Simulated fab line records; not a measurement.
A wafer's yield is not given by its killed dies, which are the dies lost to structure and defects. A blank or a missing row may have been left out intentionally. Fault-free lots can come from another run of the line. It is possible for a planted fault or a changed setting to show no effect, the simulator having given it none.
Matching of chambers	flow n5-finfet	rie-diel-06 running N5_BEOL_M9_DESCUM_33: 4 sister chambers
The step chemistry O2, time 7 s. 4 wafers are shown with their chamber, then 12 later ones without.

WAFERS WITH THEIR CHAMBER
wafer	chamber	drypump-motor-current-A (A)
L087.5	2	4.9
L089.1	1	5.9
L089.2	3	6.8
L089.3	0	6.1

WAFERS WITH NO CHAMBER GIVEN
wafer	drypump-motor-current-A (A)
L091.1	5.9
L091.5	6.1
L091.6	5.9
L092.3	5.9
L092.4	4.9
L092.5	6.1
L093.1	6.1
L093.2	4.9
L093.5	6.0
L096.2	6.8
L096.3	6.1
L096.6	5.9

EACH ONE'S CHAMBER
wafer	from the rows above	in truth
L091.1	1	1
L091.5	0	0
L091.6	1	1
L092.3	1	1
L092.4	2	2
L092.5	0	0
L093.1	0	0
L093.2	2	2
L093.5	can't be placed: 0 or 1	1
L096.2	3	3
L096.3	0	0
L096.6	1	1
Correctly placed: 11 of 12. Can't be placed from these rows: 1 (the true chamber is among the candidates in 1). Wrongly placed: 0.
How it was worked out, from the rows above alone: a wafer's distance from a chamber is the root of the sum, over the readings, of the square of ((its reading less the chamber's mean) divided by the reading's scatter). If the next closest chamber is less than 2 further off than the closest, the wafer can't be placed; otherwise it belongs to the closest. Each chamber's mean is taken over the wafers shown for it. The scatter: with one shown wafer a chamber, the root of the mean of the squares of how far each hidden wafer lies from its nearest shown one.
